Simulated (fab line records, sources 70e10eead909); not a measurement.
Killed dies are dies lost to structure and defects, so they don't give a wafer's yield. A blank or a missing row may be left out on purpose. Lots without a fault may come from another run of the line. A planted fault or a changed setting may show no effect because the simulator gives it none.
Which tool did it? | flow nand_harc | 23 lots, 69 wafers sampled, at 3 steps of a route of 1302

WHAT THE GAUGES READ, wafer by wafer
NHARC_P_GATE_CD_MEAS_26: target cd 120 nm. Usual: cd_nm 120.2 nm, standard deviation 0.48.
lot  | measured     | on        | cd_nm (nm)        | flag
L074 | day 5 06:51  | cd_sem-01 | 119.9 119.6 119.7 |
L075 | day 5 07:00  | cd_sem-02 | 120.4 119.6 119.9 |
L076 | day 5 18:50  | cd_sem-01 | 119.9 119.7 120.5 |
L077 | day 6 07:51  | cd_sem-01 | 119.9 121.1 120.2 |
L078 | day 6 17:22  | cd_sem-03 | 119.8 120.9 120.2 |
L079 | day 7 02:13  | cd_sem-03 | 120.6 119.7 120.2 |
L080 | day 7 17:55  | cd_sem-01 | 120.3 120.5 119.7 |
L081 | day 8 02:44  | cd_sem-03 | 119.8 119.7 119.4 |
L082 | day 8 09:20  | cd_sem-03 | 120.1 119.8 120.3 |
L083 | day 9 09:27  | cd_sem-03 | 119.6 120.6 119.6 |
L084 | day 9 13:21  | cd_sem-02 | 121.2 120.5 120.2 |
L085 | day 9 17:47  | cd_sem-01 | 120.8 120.4 120.5 |
L086 | day 10 04:23 | cd_sem-02 | 120.1 120.5 120.0 |
L087 | day 10 13:02 | cd_sem-03 | 120.0 120.2 120.9 |
L088 | day 11 00:54 | cd_sem-03 | 120.5 120.1 120.9 |
L089 | day 11 11:59 | cd_sem-03 | 119.9 120.0 119.6 |
L090 | day 11 21:40 | cd_sem-03 | 119.2 119.2 119.2 |
L091 | day 12 03:55 | cd_sem-03 | 119.7 120.0 120.1 |
L092 | day 12 22:57 | cd_sem-03 | 121.1 120.4 120.2 |
L093 | day 13 06:11 | cd_sem-03 | 120.8 120.1 120.3 |
L094 | day 13 12:05 | cd_sem-02 | 120.3 120.0 120.4 |
L095 | day 13 22:17 | cd_sem-01 | 120.2 119.8 120.2 |
L096 | day 14 03:07 | cd_sem-02 | 119.7 119.6 120.5 |

WHICH TOOL RAN EACH LOT (tool, then ch and the chambers of the sampled wafers, then the start)
lot  | NHARC_P_ZERO_WELL_ETCH_65          | NHARC_P_ZERO_WELL_DESCUM_39
L074 | rie_diel-12 ch 0,3, day 1 21:29    | rie_diel-03 ch 0,1,2, day 2 00:27
L075 | rie_diel-03 ch 0,1, day 2 07:22    | rie_diel-12 ch 1,3, day 2 10:31
L076 | rie_diel-08 ch 0,1,2, day 2 17:21  | rie_diel-08 ch 0,1,2, day 2 20:08
L077 | rie_diel-12 ch 0,1,3, day 3 03:33  | rie_diel-03 ch 0,1,3, day 3 06:35
L078 | rie_diel-08 ch 1,2,3, day 3 13:29  | rie_diel-12 ch 0,1, day 3 16:10
L079 | rie_diel-03 ch 0,3, day 3 23:29    | rie_diel-12 ch 0,1,3, day 4 02:17
L080 | rie_diel-08 ch 1,2,3, day 4 09:29  | rie_diel-08 ch 0,3, day 4 12:15
L081 | rie_diel-08 ch 1,2, day 4 19:29    | rie_diel-03 ch 0,1,3, day 4 22:09
L082 | rie_diel-12 ch 0,1,2, day 5 05:32  | rie_diel-08 ch 0,2, day 5 08:22
L083 | rie_diel-12 ch 1,2,3, day 5 15:33  | rie_diel-12 ch 0,1, day 5 18:21
L084 | rie_diel-12 ch 0,3, day 6 01:34    | rie_diel-03 ch 0,1, day 6 04:14
L085 | rie_diel-12 ch 0,3, day 6 11:36    | rie_diel-12 ch 0,1,3, day 6 14:28
L086 | rie_diel-08 ch 1,2,3, day 6 21:25  | rie_diel-12 ch 1,2,3, day 7 03:00
L087 | rie_diel-08 ch 0,1, day 7 07:32    | rie_diel-03 ch 0,1, day 7 10:19
L088 | rie_diel-03 ch 0,2,3, day 7 17:23  | rie_diel-03 ch 0,1,3, day 7 20:09
L089 | rie_diel-12 ch 1,2,3, day 8 03:35  | rie_diel-08 ch 0,3, day 8 06:41
L090 | rie_diel-08 ch 0,2,3, day 8 13:30  | rie_diel-12 ch 0,1,3, day 8 16:26
L091 | rie_diel-03 ch 0,2, day 8 23:30    | rie_diel-12 ch 2,3, day 9 02:17
L092 | rie_diel-03 ch 0,1,3, day 9 09:25  | rie_diel-12 ch 1,2,3, day 9 12:07
L093 | rie_diel-12 ch 0,1,3, day 9 19:29  | rie_diel-08 ch 1,2,3, day 9 22:18
L094 | rie_diel-12 ch 0,2,3, day 10 05:35 | rie_diel-08 ch 1,2, day 10 08:56
L095 | rie_diel-12 ch 1,2,3, day 10 15:29 | rie_diel-12 ch 0,2,3, day 10 18:26
L096 | rie_diel-03 ch 0,2,3, day 11 01:32 | rie_diel-03 ch 0,1, day 11 04:23
- NHARC_P_ZERO_WELL_ETCH_65: etches the open film in N2/H2, target depth 80 nm, overetch 24 nm, time 87.88 s.
- NHARC_P_ZERO_WELL_DESCUM_39: chemistry O2, time 3 s.

WHAT THE TOOLS THEMSELVES READ (means of the sampled wafers that have a number; where no wafer has one, the mark that the record gives instead)
NHARC_P_ZERO_WELL_ETCH_65. Usual: drypump_motor_current_A 5.5 A, standard deviation 0.32; oes_product_au 1.001 a.u., standard deviation 0.0077; rf_vpp_V 429.7 V, standard deviation 2.2; showerhead_plenum_p_Torr 2.01 Torr, standard deviation 0.073; throttle_valve_pct 14.171 %, standard deviation 0.0094.
lot  | tool        | drypump_motor_current_A (A) | oes_product_au (a.u.) | rf_vpp_V (V) | showerhead_plenum_p_Torr (Torr) | throttle_valve_pct (%) | flag
L074 | rie_diel-12 | 5.5                         | 0.995                 | 430.3        | 2.03                            | 14.173                 |
L075 | rie_diel-03 | 5.1                         | 1.005                 | 431.6        | 2.07                            | 14.166                 |
L076 | rie_diel-08 | 6.0                         | 0.989                 | 428.3        | 1.96                            | 14.173                 |
L077 | rie_diel-12 | 5.6                         | 1.001                 | 431.6        | 2.07                            | 14.168                 |
L078 | rie_diel-08 | 5.9                         | 0.995                 | 427.5        | 1.93                            | 14.170                 |
L079 | rie_diel-03 | 5.3                         | 1.004                 | 431.1        | 2.06                            | 14.174                 |
L080 | rie_diel-08 | 5.9                         | 0.993                 | 427.0        | 1.93                            | 14.165                 |
L081 | rie_diel-08 | 6.2                         | 0.992                 | 426.6        | 1.92                            | 14.178                 |
L082 | rie_diel-12 | 5.5                         | 1.004                 | 431.9        | 2.07                            | 14.171                 |
L083 | rie_diel-12 | 5.5                         | 1.000                 | 431.6        | 2.06                            | 14.175                 |
L084 | rie_diel-12 | 5.5                         | 1.005                 | 430.5        | 2.04                            | 14.176                 |
L085 | rie_diel-12 | 5.5                         | 1.005                 | 430.2        | 2.02                            | 14.165                 |
L086 | rie_diel-08 | 5.9                         | 1.000                 | 428.1        | 1.92                            | 14.176                 |
L087 | rie_diel-08 | 5.9                         | 0.998                 | 428.1        | 1.97                            | 14.170                 |
L088 | rie_diel-03 | 5.3                         | 1.011                 | 430.6        | 2.06                            | 14.180                 |
L089 | rie_diel-12 | 5.5                         | 1.003                 | 430.5        | 2.05                            | 14.172                 |
L090 | rie_diel-08 | 5.7                         | 0.998                 | 427.6        | 1.95                            | 14.175                 |
L091 | rie_diel-03 | 5.3                         | 1.009                 | 430.4        | 2.06                            | 14.173                 |
L092 | rie_diel-03 | 5.3                         | 1.008                 | 429.9        | 2.01                            | 14.176                 |
L093 | rie_diel-12 | 5.5                         | 1.005                 | 431.5        | 2.05                            | 14.173                 |
L094 | rie_diel-12 | 5.4                         | 1.010                 | 429.9        | 2.02                            | 14.166                 |
L095 | rie_diel-12 | 5.5                         | 1.002                 | 431.6        | 2.04                            | 14.168                 |
L096 | rie_diel-03 | 5.3                         | 0.997                 | 430.6        | 2.05                            | 14.165                 |

NHARC_P_ZERO_WELL_DESCUM_39. Usual: drypump_motor_current_A 5.50 A, standard deviation 0.29; oes_product_au 1.001 a.u., standard deviation 0.0078; rf_vpp_V 57.7 V, standard deviation 0.84; showerhead_plenum_p_Torr 1.89 Torr, standard deviation 0.066; throttle_valve_pct 11.311 %, standard deviation 0.0085.
lot  | tool        | drypump_motor_current_A (A) | oes_product_au (a.u.) | rf_vpp_V (V) | showerhead_plenum_p_Torr (Torr) | throttle_valve_pct (%) | flag
L074 | rie_diel-03 | 5.28                        | 1.006                 | 57.9         | 1.91                            | 11.311                 |
L075 | rie_diel-12 | 5.60                        | 1.003                 | 57.9         | 1.97                            | 11.307                 |
L076 | rie_diel-08 | 5.99                        | 0.997                 | 56.6         | 1.84                            | 11.309                 |
L077 | rie_diel-03 | 5.26                        | 0.996                 | 57.4         | 1.90                            | 11.305                 |
L078 | rie_diel-12 | 5.53                        | 1.007                 | 58.6         | 1.95                            | 11.315                 |
L079 | rie_diel-12 | 5.54                        | 0.996                 | 57.6         | 1.94                            | 11.314                 |
L080 | rie_diel-08 | 5.56                        | 0.991                 | 58.1         | 1.87                            | 11.315                 |
L081 | rie_diel-03 | 5.25                        | 0.999                 | 57.7         | 1.90                            | 11.313                 |
L082 | rie_diel-08 | 5.78                        | 0.996                 | 58.3         | 1.85                            | 11.308                 |
L083 | rie_diel-12 | 5.55                        | 1.010                 | 57.0         | 1.95                            | 11.314                 |
L084 | rie_diel-03 | 5.20                        | 0.993                 | 57.3         | 1.85                            | 11.314                 |
L085 | rie_diel-12 | 5.54                        | 1.001                 | 58.4         | 1.94                            | 11.317                 |
L086 | rie_diel-12 | 5.45                        | 1.000                 | 57.6         | 1.93                            | 11.319                 |
L087 | rie_diel-03 | 5.21                        | 1.003                 | 57.5         | 1.85                            | 11.312                 |
L088 | rie_diel-03 | 5.28                        | 1.000                 | 58.0         | 1.89                            | 11.303                 |
L089 | rie_diel-08 | 5.49                        | 1.002                 | 58.4         | 1.84                            | 11.307                 |
L090 | rie_diel-12 | 5.55                        | 0.998                 | 57.5         | 1.93                            | 11.318                 |
L091 | rie_diel-12 | 5.40                        | 1.001                 | 57.0         | 1.88                            | 11.306                 |
L092 | rie_diel-12 | 5.44                        | 1.007                 | 57.5         | 1.92                            | 11.312                 |
L093 | rie_diel-08 | 5.91                        | 0.985                 | 57.0         | 1.80                            | 11.307                 |
L094 | rie_diel-08 | 6.21                        | 1.004                 | 57.5         | 1.80                            | 11.314                 |
L095 | rie_diel-12 | 5.38                        | 1.005                 | 58.1         | 1.89                            | 11.316                 |
L096 | rie_diel-03 | 5.21                        | 1.007                 | 57.8         | 1.84                            | 11.318                 |

THE ANSWER, worked out from the rows above alone
Rule: a lot is off if the mean of its wafers that have a number lies more than 3 standard deviations from the usual mean. A lot without any number at a reading at which 4 lots or more have one is off too. The other lots that the step has rows for count as sound. The gauges are gone through in route order, then the tools' own readings, and for those a lot's mean is taken as printed above. The first step at which some lot is off is used, and at that step the reading that is off furthest; a lot without a number counts as furthest.
No lot is off at any reading shown: from this, nothing can be told.

WHAT THE SIMULATOR HAD PUT IN
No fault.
